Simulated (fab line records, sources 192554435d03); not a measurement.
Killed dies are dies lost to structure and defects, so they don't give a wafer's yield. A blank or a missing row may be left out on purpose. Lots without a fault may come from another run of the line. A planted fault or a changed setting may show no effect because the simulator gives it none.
Problem report in the 8D (eight disciplines) form, filled by code | flow n5_finfet | the parts of the form that need people (team, actions taken, sign-off) are left out

1. THE PROBLEM
oes_product_au at N5_BEOL_M14_VIA_ETCH_16 reads a mean of 1.04 a.u. on 1 wafer of 1 lot; wafers without a fault read 0.72 a.u. with a standard deviation of 0.079. That is +4.1 standard deviations from the usual mean.
The step: etches SiO2 in C4F8/O2/Ar, target depth 1231.3 nm.
First seen on wafer L632.5, day 13 10:14, on rie_diel-01. The record holds 14 wafers of 5 lots with a number at this step. Rule for "out", or "out of limits": more than 4 standard deviations from the usual mean. The other wafers with a number count as sound.

2. WHAT IT IS AND WHAT IT IS NOT
question                    | is                | is not
which readings at this step | oes_product_au    | bias_w, drypump_motor_current_A, oes_f_703_au, rf_fwd_power_W, rf_vpp_V, showerhead_plenum_p_Torr
which lots                  | L632              | L624, L628, L637, L640
which wafers of those lots  | L632.5            | L632.4
read on which tools         | rie_diel-01       | rie_diel-03
when                        | from day 13 10:14 | up to then (7 sound wafers); but 6 sound wafers of L637, L640 came after

3. SUSPECTS, AND WHAT RULES EACH OUT
Counting: a tool at a process step up to the reading stays a suspect if it ran every lot that is out. Sound lots after the first of them don't rule it out here, since some wafers of a struck lot are sound.
- rie_diel-01 at N5_BEOL_M14_DESCUM_15 (chemistry O2, time 7.9 s): kept. It ran the lot that is out, L632 (day 13 10:09); its last sound lot up to then is L628 (day 12 06:23).
- rie_diel-01 at N5_BEOL_M14_ETCH_59 (etches BARC in N2/H2, target depth 89 nm, overetch 26.7 nm, time 67.9 s): kept. It ran the lot that is out, L632 (day 13 10:11); its last sound lot up to then is L628 (day 12 06:25).
- rie_diel-01 at N5_BEOL_M14_VIA_ETCH_16 (etches SiO2 in C4F8/O2/Ar, target depth 1231.3 nm): kept. It ran the lot that is out, L632 (day 13 10:14); its last sound lot up to then is L628 (day 12 06:28). Its own readings are out on those wafers: oes_product_au.
- Within rie_diel-01 at N5_BEOL_M14_DESCUM_15: the wafers that are out ran in chamber 2; their sound lot-mates ran in chamber 3.
- Within rie_diel-01 at N5_BEOL_M14_ETCH_59: the wafers that are out ran in chamber 2; their sound lot-mates ran in chamber 3.
- Within rie_diel-01 at N5_BEOL_M14_VIA_ETCH_16: the wafers that are out ran in chamber 2; their sound lot-mates ran in chamber 3.
Left after counting: rie_diel-01 at N5_BEOL_M14_DESCUM_15, rie_diel-01 at N5_BEOL_M14_ETCH_59, rie_diel-01 at N5_BEOL_M14_VIA_ETCH_16.

4. THE CAUSE (what the simulator had put in)
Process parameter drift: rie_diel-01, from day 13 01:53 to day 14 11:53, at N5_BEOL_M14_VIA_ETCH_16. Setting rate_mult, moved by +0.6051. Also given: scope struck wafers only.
Counting left 3 suspects, and this tool is among them.

5. THE CHAIN OF EFFECTS, in route order
Each row: a reading whose mean over the struck wafers that have a number lies more than 3 standard deviations from the usual. Only readings for which the record gives a usual standard deviation are gone through. hours: the time from each lot's start at the first step in this table that gives one to its start at this step, as a median over the lots. sigmas: the change in usual standard deviations.
hours | step                    | reading        | usual     | on struck wafers | change | sigmas
0     | N5_BEOL_M14_VIA_ETCH_16 | oes_product_au | 0.72 a.u. | 1.04             | +0.32  | +4.1
The process steps in it:
- N5_BEOL_M14_VIA_ETCH_16: etches SiO2 in C4F8/O2/Ar, target depth 1231.3 nm.

6. WHAT WOULD HAVE CAUGHT IT SOONER
In this record the first reading out of limits was taken at day 13 10:14, 8 hours after the fault began at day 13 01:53.
